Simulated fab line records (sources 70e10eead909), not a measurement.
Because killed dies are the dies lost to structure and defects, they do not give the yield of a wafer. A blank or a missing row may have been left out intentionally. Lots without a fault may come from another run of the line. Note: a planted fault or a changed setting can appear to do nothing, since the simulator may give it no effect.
Matching of chambers    flow nand-harc    3 sister chambers for NHARC_A_CONTACT_DEP_58 on pecvd-04
The step deposits SiON, target thk 90 nm. 18 wafers are shown with their chamber, then 9 later ones without.

== WAFERS, EACH WITH ITS CHAMBER ==
wafer   chamber  heater-power-w (W)
L114.1  2        866
L114.4  2        857
L114.5  0        715
L113.1  1        924
L113.5  2        873
L113.6  0        790
L119.3  2        851
L119.4  2        865
L119.5  1        942
L122.1  2        826
L122.2  1        957
L122.6  1        949
L133.3  2        832
L133.4  0        777
L133.6  2        835
L132.2  0        883
L132.4  0        864
L132.5  1        839

SIGNATURES (means of the wafers above)
reading         chamber 0  chamber 1  chamber 2  scatter within a chamber
heater-power-w  805.80     922.20     850.62     44.8
Rule: a wafer's distance from a chamber is the root of the sum, over the readings, of the square of ((its reading less the chamber's mean) divided by the reading's scatter). If the next closest chamber is less than 2 further off than the closest, the wafer can't be placed; otherwise it belongs to the closest. The scatter: the root of (the sum of the squares of (reading less its chamber's mean) over the shown wafers, divided by (wafers less chambers)).

== WAFERS WITHOUT THEIR CHAMBER ==
wafer   heater-power-w (W)
L134.3  798
L134.5  804
L134.6  812
L135.1  795
L135.2  902
L135.5  796
L136.3  852
L136.4  849
L136.5  742

== THE CHAMBER EACH PASSED THROUGH ==
wafer   from the rows above           in truth
L134.3  can't be placed: 0 or 2       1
L134.5  can't be placed: 0 or 2       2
L134.6  can't be placed: 0 or 2       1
L135.1  can't be placed: 0 or 2       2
L135.2  can't be placed: 1 or 2 or 0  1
L135.5  can't be placed: 0 or 2       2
L136.3  can't be placed: 2 or 0 or 1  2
L136.4  can't be placed: 2 or 0 or 1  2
L136.5  can't be placed: 0 or 2       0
Correct placement for 0 of the 9. Not placeable from these rows: 9 (in 7, the candidates include the true chamber). Number placed wrongly: 0.
